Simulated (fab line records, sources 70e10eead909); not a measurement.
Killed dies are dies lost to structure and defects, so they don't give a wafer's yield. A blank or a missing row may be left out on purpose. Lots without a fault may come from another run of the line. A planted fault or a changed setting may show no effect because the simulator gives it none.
fab line records | flow nand_harc
record lots=24 wafers=72 last_day=34
route steps=1302 shown P_M0@268 P_M1@306 P_M2@329
lots that met no fault: from a run of the same line without faults
start_h: hours from the record's first day to the start of the lot's first wafer shown | wait_h: hours since the lot's step before | " the same as in the row above | L1.1+2: a row that stands for several wafers | - no value, or no start given | * or withheld: withheld | < > ~ a bound
route shown NAME@n: a module of which the file shows steps, and the number in the route of the first | usual: mean/standard deviation of fault-free wafers | same: alike in all rows | chamber/n: place in a boat | sites: the reading at each site | _std_site: their standard deviation | _edge_site: outer sites' mean less inner sites' | radius_mm: how far each site lies from the wafer's centre | mask NAME#n: copy n | behind: the tool/chamber that last shaped the wafer | hold: why the lot was held/for how many hours/how that ended | device: the transistor (n, p or np) that didn't switch | end of line: the same wafers' tests at the end of the route | a step without rows: its recipe alone | killed: dies lost to structure and defects at the first sort, not the wafer's yield | map: a wafer's dies, x killed, . not, _ none there
set.NAME: the setting as run; set.NAME@STEP: as run at that earlier step | model.NAME: the simulator's own value behind a step, which no gauge read
steps of the route over a sample of lots; a table a step, a row a wafer
services: from which hour (start_h, from the record's first day; less than 0 if before it) a tool's chamber was out of use, for how many hours, and why
## steps
# step NHARC_P_M0_ETCH_15
# recipe target_depth_a=1500 overetch_a=150 time_s=82.5 c4f8_flow_sccm=withheld ar_flow_sccm=400 rf_w=600 bias_w=300 chemistry=C4F8/Ar
# usual oes_product_au=0.949/0.022 rf_fwd_power_W=596.0/2 rf_vpp_V=440.9/2.6
# columns lot.wafer tool chamber start_h wait_h oes_product_au rf_fwd_power_W rf_hours_counter_h rf_vpp_V
L074.3 rie_diel-04 3 126.59 0.1 0.929 596.6 - 438.8
L074.4 " 1 " " 0.934 597.1 - 442.8
L074.6 " 3 " " 0.931 596.3 - 439.2
L075.1 rie_diel-04 3 - - 0.919 594.3 39 439.6
L075.2 " 0 " " 0.921 600.2 36 437.8
L075.4 " 0 " " 0.925 598.9 - 437.9
L076.1 rie_diel-07 3 - - 0.960 596.3 2 440.1
L076.6 " 0 " " 0.959 594.0 - 443.4
L076.4 " 3 " " 0.962 594.2 - 438.7
L077.3 rie_diel-09 0 - - 0.959 597.1 0 439.0
L077.1 " 1 " " 0.969 597.4 0 440.5
L077.5 " 0 " " 0.956 594.9 - 438.7
L078.2 rie_diel-09 0 - - 0.959 594.8 3 439.4
L078.4 " 2 " " 0.981 597.5 1 437.8
L078.3 " 3 " " 0.971 595.5 3 445.5
L079.1 rie_diel-09 1 - - 1.003 596.9 4 440.1
L079.4 " 2 " " 0.959 593.2 2 437.7
L079.5 " 0 " " 0.954 597.1 - 438.6
L080.3 rie_diel-07 2 - - 0.958 594.1 23 442.4
L080.4 " 0 " " 0.975 595.8 22 443.0
L080.5 " 2 " " 0.952 596.5 - 442.6
L081.2 rie_diel-09 1 - - 0.961 596.5 6 438.6
L081.5 " 1 " " 0.965 597.8 - 437.7
L081.6 " 2 " " 0.978 598.8 - 438.7
L082.2 rie_diel-07 2 - - 0.962 595.7 30 442.6
L082.1 " 1 " " 0.962 599.8 33 445.1
L082.6 " 2 " " 0.957 595.2 - 440.3
L083.2 rie_diel-04 2 - - 0.926 598.9 7 438.6
L083.1 " 3 " " 0.914 594.6 4 438.7
L083.6 " 2 " " 0.926 600.3 - 438.3
L084.1 rie_diel-09 3 - - 0.948 598.3 8 445.1
L084.3 " 1 " " 0.974 593.0 10 440.7
L084.6 " 2 " " 0.952 594.5 - 437.9
L085.1 rie_diel-09 3 - - 0.987 593.4 13 443.6
L085.2 " 0 " " 0.968 596.3 14 438.2
L085.5 " 1 " " 0.962 594.5 - 439.5
L086.2 rie_diel-07 1 - - 0.915 599.2 53 444.5
L086.4 " 2 " " 0.921 594.6 48 442.7
L086.6 " 0 " " 0.928 596.3 - 442.4
L087.2 rie_diel-07 2 - - 0.916 597.7 55 440.8
L087.3 " 3 " " 0.919 594.3 50 440.2
L087.5 " 2 " " 0.925 597.0 - 440.9
L089.3 rie_diel-09 0 - - 0.956 594.2 19 438.4
L089.2 " 1 " " 0.957 597.0 19 439.9
L089.4 " 1 " " 0.950 595.3 - 440.2
L088.2 rie_diel-07 1 - - 0.972 598.3 59 445.3
L088.4 " 0 " " 0.983 595.1 53 441.9
L088.5 " 1 " " 0.977 597.9 - 445.6
L090.2 rie_diel-07 0 - - 0.925 595.3 58 441.2
L090.3 " 2 " " 0.931 595.4 61 442.5
L090.4 " 3 " " 0.930 595.8 - 439.2
L091.2 rie_diel-07 3 - - 0.933 596.6 56 439.5
L091.4 " 2 " " 0.920 595.8 63 441.7
L091.5 " 0 " " 0.917 597.0 - 442.4
L092.3 rie_diel-09 1 - - 0.921 594.0 24 439.1
L092.1 " 3 " " 0.918 593.4 23 443.9
L092.6 " 0 " " 0.919 596.1 - 437.3
L093.1 rie_diel-09 2 - - 0.966 596.4 24 438.0
L093.4 " 3 " " 0.966 594.5 25 443.8
L093.6 " 2 " " 0.959 594.9 - 438.6
L094.4 rie_diel-07 1 - - 0.935 598.4 3 446.0
L094.1 " 2 " " 0.961 594.3 4 440.5
L094.2 " 3 " " 0.968 597.9 4 440.1
L095.3 rie_diel-04 2 - - 0.921 595.6 48 440.7
L095.1 " 3 " " 0.937 596.8 47 440.5
L095.5 " 2 " " 0.923 592.0 - 438.7
L097.1 rie_diel-09 3 - - 0.988 594.4 3 444.7
L097.4 " 1 " " 0.966 601.5 3 439.6
L097.5 " 2 " " 0.970 594.6 - 437.8
L096.2 rie_diel-07 2 - - 0.966 595.1 15 441.3
L096.6 " 3 " " 0.961 597.5 - 438.7
L096.5 " 0 " " 0.976 595.9 - 443.4
# step NHARC_P_M0_PRE_CLEAN_29
# recipe time_s=30 temp_c=280 gas=H2/He
# usual heater_power_w=402/38
# columns lot.wafer tool chamber start_h wait_h heater_power_w
L074.3 pvd_sputter-03 - - - 332
L074.4 " - " " 398
L074.6 " - " " 433
L075.1 pvd_sputter-02 - - - 442
L075.4 " - " " 403
L075.2 " - " " 485
L076.1 pvd_sputter-01 - - - 444
L076.4 " - " " 407
L076.6 " - " " 427
L077.3 pvd_sputter-01 - - - 378
L077.1 " - " " 443
L077.5 " - " " 371
L078.3 pvd_sputter-02 - - - 403
L078.4 " - " " 437
L078.2 " - " " 406
L079.4 pvd_sputter-03 - - - 436
L079.1 " - " " 439
L079.5 " - " " 432
L080.3 pvd_sputter-01 - - - 412
L080.4 " - " " 428
L080.5 " - " " 359
L081.2 pvd_sputter-01 - - - 402
L081.5 " - " " 436
L081.6 " - " " 390
L082.1 pvd_sputter-03 - - - 379
L082.2 " - " " 415
L082.6 " - " " 319
L083.2 pvd_sputter-01 - 212.98 0.1 399
L083.1 " - " " 431
L083.6 " - " " 365
L084.3 pvd_sputter-03 - - - 372
L084.1 " - " " 429
L084.6 " - " " 384
L085.1 pvd_sputter-03 - - - 318
L085.2 " - " " 380
L085.5 " - " " 428
L086.2 pvd_sputter-03 - - - 328
L086.4 " - " " 426
L086.6 " - " " 315
L087.2 pvd_sputter-03 - - - 438
L087.3 " - " " 387
L087.5 " - " " 435
L089.2 pvd_sputter-03 - - - 419
L089.4 " - " " 326
L089.3 " - " " 388
L088.2 pvd_sputter-01 - - - 433
L088.4 " - " " 392
L088.5 " - " " 425
L090.4 pvd_sputter-01 - - - 412
L090.3 " - " " 374
L090.2 " - " " 423
L091.4 pvd_sputter-03 - - - 332
L091.2 " - " " 391
L091.5 " - " " 417
L092.3 pvd_sputter-02 - - - 407
L092.1 " - " " 476
L092.6 " - " " 471
L093.1 pvd_sputter-01 - - - 384
L093.4 " - " " 431
L093.6 " - " " 377
L094.1 pvd_sputter-01 - - - 423
L094.2 " - " " 394
L094.4 " - " " 425
L095.1 pvd_sputter-02 - - - 404
L095.3 " - " " 386
L095.5 " - " " 452
L097.4 pvd_sputter-01 - - - 379
L097.1 " - " " 419
L097.5 " - " " 362
L096.2 pvd_sputter-02 - - - 453
L096.6 " - " " 423
L096.5 " - " " 482
# step NHARC_P_M1_PRE_CLEAN_30
# recipe time_s=30 temp_c=280 gas=H2/He
# usual heater_power_w=411/38
# columns lot.wafer tool chamber start_h wait_h heater_power_w
L074.3 pvd_sputter-01 - - - 386
L074.4 " - " " 430
L074.6 " - " " 364
L075.1 pvd_sputter-01 - - - 437
L075.4 " - " " 399
L075.2 " - " " 365
L076.4 pvd_sputter-03 - - - 324
L076.1 " - " " 426
L076.6 " - " " 324
L077.1 pvd_sputter-02 - - - 473
L077.3 " - " " 402
L077.5 " - " " 491
L078.3 pvd_sputter-01 - - - 373
L078.4 " - " " 393
L078.2 " - " " 444
L079.1 pvd_sputter-03 - - - 425
L079.4 " - " " 429
L079.5 " - " " 438
L080.3 pvd_sputter-02 - - - 480
L080.4 " - " " 401
L080.5 " - " " 400
L081.2 pvd_sputter-02 - - - 399
L081.6 " - " " 407
L081.5 " - " " 484
L082.1 pvd_sputter-01 - - - 370
L082.2 " - " " 432
L082.6 " - " " 396
L083.1 pvd_sputter-02 - - - 488
L083.2 " - " " 405
L083.6 " - " " 399
L084.3 pvd_sputter-03 - - - 424
L084.1 " - " " 335
L084.6 " - " " 422
L085.1 pvd_sputter-01 - - - 406
L085.2 " - " " 377
L085.5 " - " " 437
L086.4 pvd_sputter-01 - - - 386
L086.2 " - " " 368
L086.6 " - " " 431
L087.3 pvd_sputter-02 - - - 476
L087.2 " - " " 406
L087.5 " - " " 487
L089.3 pvd_sputter-01 - - - 367
L089.2 " - " " 429
L089.4 " - " " 396
L088.4 pvd_sputter-02 - - - 438
L088.2 " - " " 483
L088.5 " - " " 441
L090.3 pvd_sputter-03 - - - 376
L090.2 " - " " 433
L090.4 " - " " 421
L091.4 pvd_sputter-03 - - - 426
L091.2 " - " " 418
L091.5 " - " " 374
L092.1 pvd_sputter-01 - - - 380
L092.3 " - " " 424
L092.6 " - " " 374
L093.4 pvd_sputter-02 - - - 474
L093.1 " - " " 387
L093.6 " - " " 479
L094.4 pvd_sputter-02 - - - 487
L094.1 " - " " 391
L094.2 " - " " 464
L095.3 pvd_sputter-01 - - - 424
L095.1 " - " " 368
L095.5 " - " " 416
L097.4 pvd_sputter-01 - - - 383
L097.1 " - " " 417
L097.5 " - " " 396
L096.2 pvd_sputter-02 - - - 468
L096.6 " - " " 474
L096.5 " - " " 406
# step NHARC_P_M1_INSPECT_27
# usual raw_defect_count=304/120
# columns lot.wafer tool chamber start_h wait_h raw_defect_count
L074.3 defect_inspect-01 - 133.11 0.0 195
L074.4 " - " " 336
L074.6 " - " " 240
L075.1 defect_inspect-02 - 136.34 0.0 98
L075.2 " - " " 211
L075.4 " - " " 180
L076.1 defect_inspect-01 - 143.71 0.0 326
L076.4 " - " " 504
L076.6 " - " " 346
L077.1 defect_inspect-02 - 162.13 0.0 248
L077.3 " - " " 272
L077.5 " - " " 242
L078.2 defect_inspect-01 - 174.03 0.0 368
L078.3 " - " " 284
L078.4 " - " " 523
L079.1 defect_inspect-01 - 180.92 0.0 288
L079.4 " - " " 426
L079.5 " - " " 223
L080.3 defect_inspect-02 - 188.55 0.0 398
L080.4 " - " " 232
L080.5 " - " " 338
L081.2 defect_inspect-01 - 205.17 0.0 223
L081.5 " - " " 146
L081.6 " - " " 336
L082.1 defect_inspect-02 - 209.67 0.0 386
L082.2 " - " " 288
L082.6 " - " " 422
L083.1 defect_inspect-01 - 218.74 0.0 518
L083.2 " - " " 267
L083.6 " - " " 412
L084.1 defect_inspect-02 - 224.53 0.0 210
L084.3 " - " " 205
L084.6 " - " " 190
L085.1 defect_inspect-01 - 239.55 0.0 514
L085.2 " - " " 638
L085.5 " - " " 483
L086.2 defect_inspect-01 - 252.42 0.0 284
L086.4 " - " " 292
L086.6 " - " " 426
L087.2 defect_inspect-02 - 276.13 0.0 354
L087.3 " - " " 185
L087.5 " - " " 277
L089.2 defect_inspect-01 - 277.84 0.0 267
L089.3 " - " " 328
L089.4 " - " " 292
L088.2 defect_inspect-02 - 278.16 0.0 197
L088.4 " - " " 429
L088.5 " - " " 514
L090.2 defect_inspect-02 - 293.56 0.0 257
L090.3 " - " " 326
L090.4 " - " " 281
L091.2 defect_inspect-01 - 300.92 0.0 167
L091.4 " - " " 192
L091.5 " - " " 167
L092.1 defect_inspect-01 - 307.28 0.0 195
L092.3 " - " " 260
L092.6 " - " " 167
L093.1 defect_inspect-01 - 322.65 0.0 300
L093.4 " - " " 222
L093.6 " - " " 577
L094.1 defect_inspect-02 - 327.12 0.0 398
L094.2 " - " " 285
L094.4 " - " " 159
L095.1 defect_inspect-01 - 335.24 0.0 361
L095.3 " - " " 218
L095.5 " - " " 186
L097.1 defect_inspect-02 - 354.47 0.0 221
L097.4 " - " " 232
L097.5 " - " " 252
L096.2 defect_inspect-02 - 355.52 0.0 207
L096.5 " - " " 192
L096.6 " - " " 290
# step NHARC_P_M1_PRE_CLEAN_32
# recipe time_s=12 temp_c=370 rf_power_w=300 gas=NH3
# usual heater_power_w=644/74 rf_fwd_power_W=292.7/0.91
# columns lot.wafer tool chamber start_h wait_h heater_power_w rf_fwd_power_W since_wet_clean_h
L074.3 pecvd-03 0 133.19 0.1 778 293.3 116
L074.4 " 2 " " 664 292.9 -
L074.6 " 1 " " 623 293.2 -
L075.2 pecvd-03 2 136.42 0.1 654 292.0 119
L075.1 " 0 " " 754 294.2 119
L075.4 " 2 " " 634 291.0 -
L076.1 pecvd-01 0 143.81 0.1 727 291.6 1
L076.6 " 1 " " 574 292.5 -
L076.4 " 0 " " 740 293.2 -
L077.3 pecvd-03 0 162.20 0.1 727 293.2 145
L077.1 " 1 " " 585 291.7 145
L077.5 " 1 " " 567 292.0 -
L078.2 pecvd-02 0 174.11 0.1 672 293.7 115
L078.3 " 1 " " 680 292.6 115
L078.4 " 1 " " 666 292.3 -
L079.1 pecvd-01 2 181.00 0.1 577 293.7 38
L079.5 " 2 " " 558 294.3 -
L079.4 " 0 " " 709 293.3 -
L080.3 pecvd-01 0 188.62 0.1 708 292.0 45
L080.5 " 0 " " 706 292.9 -
L080.4 " 2 " " 612 293.7 -
L081.2 pecvd-02 0 205.25 0.1 653 292.6 146
L081.6 " 2 " " 736 293.1 -
L081.5 " 1 " " 684 291.1 -
L082.1 pecvd-02 0 209.74 0.1 583 292.1 151
L082.2 " 2 " " 694 291.7 151
L082.6 " 1 " " 679 293.8 -
L083.1 pecvd-02 2 218.82 0.1 781 293.5 160
L083.2 " 0 " " 604 292.7 160
L083.6 " 0 " " 593 292.9 -
L084.3 pecvd-02 1 224.61 0.1 610 290.7 166
L084.1 " 2 " " 735 293.2 166
L084.6 " 0 " " 644 290.5 -
L085.1 pecvd-03 2 239.61 0.1 561 292.2 41
L085.2 " 0 " " 703 293.5 41
L085.5 " 0 " " 693 293.0 -
L086.2 pecvd-01 1 252.51 0.1 606 292.2 109
L086.6 " 2 " " 600 293.2 -
L086.4 " 1 " " 575 293.2 -
L087.3 pecvd-03 0 276.21 0.1 777 291.7 78
L087.2 " 1 " " 588 293.2 78
L087.5 " 2 " " 560 291.3 -
L089.2 pecvd-02 0 277.92 0.1 651 292.1 38
L089.3 " 1 " " 651 291.0 38
L089.4 " 2 " " 656 291.5 -
L088.2 pecvd-03 2 278.25 0.1 590 292.9 80
L088.5 " 0 " " 751 292.8 -
L088.4 " 1 " " 600 292.0 -
L090.3 pecvd-01 0 293.63 0.1 664 292.8 150
L090.2 " 1 " " 596 293.7 150
L090.4 " 1 " " 618 292.5 -
L091.2 pecvd-02 1 301.02 0.1 699 291.7 61
L091.4 " 2 " " 738 291.6 -
L091.5 " 0 " " 628 292.5 -
L092.3 pecvd-03 2 307.34 0.1 630 292.3 109
L092.1 " 1 " " 539 291.7 109
L092.6 " 1 " " 560 292.5 -
L093.1 pecvd-03 1 322.74 0.1 576 293.2 124
L093.6 " 2 " " 586 293.4 -
L093.4 " 1 " " 558 291.1 -
L094.1 pecvd-03 0 327.18 0.1 775 292.0 129
L094.2 " 2 " " 638 292.2 129
L094.4 " 0 " " 757 292.1 -
L095.1 pecvd-03 0 335.31 0.1 775 292.1 137
L095.3 " 2 " " 627 292.6 137
L095.5 " 1 " " 558 293.3 -
L097.1 pecvd-03 0 354.55 0.1 652 293.5 156
L097.4 " 2 " " 612 294.1 -
L097.5 " 1 " " 578 293.4 -
L096.2 pecvd-01 2 355.58 0.1 533 293.1 31
L096.5 " 2 " " 537 293.0 -
L096.6 " 1 " " 599 294.3 -
# step NHARC_P_M2_OVL_MEAS_10
# recipe pitch_nm=340
# usual overlay_x_nm=0.0/0.88 overlay_y_nm=0.0/0.65
# columns lot.wafer tool chamber start_h wait_h overlay_x_nm overlay_y_nm
L074.3 overlay-02 - 134.47 - -1.0 -0.5
L074.4 " - " " -0.6 -0.3
L074.6 " - " " -0.8 -0.3
L075.1 overlay-01 - 137.70 - -0.1 -0.4
L075.2 " - " " -1.0 -1.5
L075.4 " - " " -0.7 -1.1
L076.1 overlay-01 - 145.20 - -0.3 -0.3
L076.4 " - " " -0.1 0.2
L076.6 " - " " 0.6 -0.7
L077.1 overlay-02 - 163.49 - 0.2 0.4
L077.3 " - " " -0.7 -0.1
L077.5 " - " " -0.1 0.4
L078.2 overlay-02 - 175.50 - -0.2 1.2
L078.3 " - " " -0.2 -0.1
L078.4 " - " " 0.4 1.1
L079.1 overlay-01 - 182.28 - 0.5 -0.3
L079.4 " - " " 0.4 -0.8
L079.5 " - " " 0.9 -0.5
L080.3 overlay-02 - 190.01 - -0.9 0.7
L080.4 " - " " -0.1 0.5
L080.5 " - " " -0.7 0.9
L081.2 overlay-02 - 206.66 - -0.1 0.0
L081.5 " - " " -0.5 0.2
L081.6 " - " " 0.3 0.7
L082.1 overlay-02 - 211.13 - -0.5 1.1
L082.2 " - " " -0.6 0.9
L082.6 " - " " 0.1 0.5
L083.1 overlay-02 - 220.10 - 1.6 0.7
L083.2 " - " " 0.5 0.9
L083.6 " - " " -0.1 0.5
L084.1 overlay-01 - 226.01 - 1.5 0.4
L084.3 " - " " 0.7 0.4
L084.6 " - " " 1.2 0.4
L085.1 overlay-01 - 241.03 - 1.2 -0.2
L085.2 " - " " 1.1 -0.1
L085.5 " - " " 0.8 0.4
L086.2 overlay-02 - 253.78 - -0.1 -1.0
L086.4 " - " " -0.2 -0.7
L086.6 " - " " 0.6 -1.7
L087.2 overlay-01 - 277.61 - -2.1 0.3
L087.3 " - " " -2.3 -0.3
L087.5 " - " " -2.4 -0.3
L089.2 overlay-02 - 279.32 - -0.3 -0.3
L089.3 " - " " -1.1 0.0
L089.4 " - " " -0.8 -0.3
L088.2 overlay-01 - 279.64 - 0.9 0.5
L088.4 " - " " 0.4 -0.4
L088.5 " - " " 0.9 -0.6
L090.2 overlay-01 - 294.92 - -0.5 -0.5
L090.3 " - " " -0.8 -0.4
L090.4 " - " " 0.3 0.0
L091.2 overlay-02 - 302.41 - -0.6 -0.2
L091.4 " - " " -0.4 0.0
L091.5 " - " " -0.3 -0.4
L092.1 overlay-02 - 308.74 - -0.6 -1.3
L092.3 " - " " -0.7 -0.4
L092.6 " - " " -0.5 -0.8
L093.1 overlay-02 - 323.99 - 1.4 0.8
L093.4 " - " " 1.2 1.7
L093.6 " - " " 1.1 1.3
L094.1 overlay-02 - 328.60 - 0.3 0.0
L094.2 " - " " -0.3 -0.7
L094.4 " - " " 0.3 -0.9
L095.1 overlay-02 - 336.73 - 0.0 0.6
L095.3 " - " " -0.5 0.2
L095.5 " - " " -0.8 0.8
L097.1 overlay-01 - 355.95 - 0.3 -0.2
L097.4 " - " " 1.0 -0.4
L097.5 " - " " 0.9 -0.3
L096.2 overlay-01 - 357.05 - 1.2 0.3
L096.5 " - " " 1.0 0.2
L096.6 " - " " 1.0 0.3
## services
# columns tool chamber start_h hours kind
pvd_sputter-02 - 104.00 10.0 pm
rie_diel-07 - 105.69 0.4 repair
pvd_sputter-03 - 105.77 1.7 repair
rie_diel-07 - 119.37 9.0 pm
pvd_sputter-01 - 121.61 4.5 repair
pecvd-03 - 122.64 2.6 repair
rie_diel-07 2 135.11 1.5 repair
rie_diel-09 - 143.10 9.0 pm
pvd_sputter-02 - 155.73 2.6 repair
rie_diel-09 2 156.57 4.2 repair
pvd_sputter-03 - 161.99 6.5 repair
rie_diel-09 1 170.67 3.4 repair
pvd_sputter-03 - 180.44 10.0 pm
pecvd-03 - 185.37 13.0 pm
pvd_sputter-02 - 217.49 0.7 repair
pecvd-03 1 221.94 13.9 repair
pecvd-03 - 225.44 0.4 repair
pvd_sputter-01 - 226.02 10.0 pm
rie_diel-07 1 247.23 8.4 repair
rie_diel-09 3 270.26 3.6 repair
pvd_sputter-02 - 282.00 10.0 pm
rie_diel-07 1 283.92 5.8 repair
rie_diel-07 - 296.40 9.0 pm
pvd_sputter-03 - 348.46 1.8 repair
## key
fault none
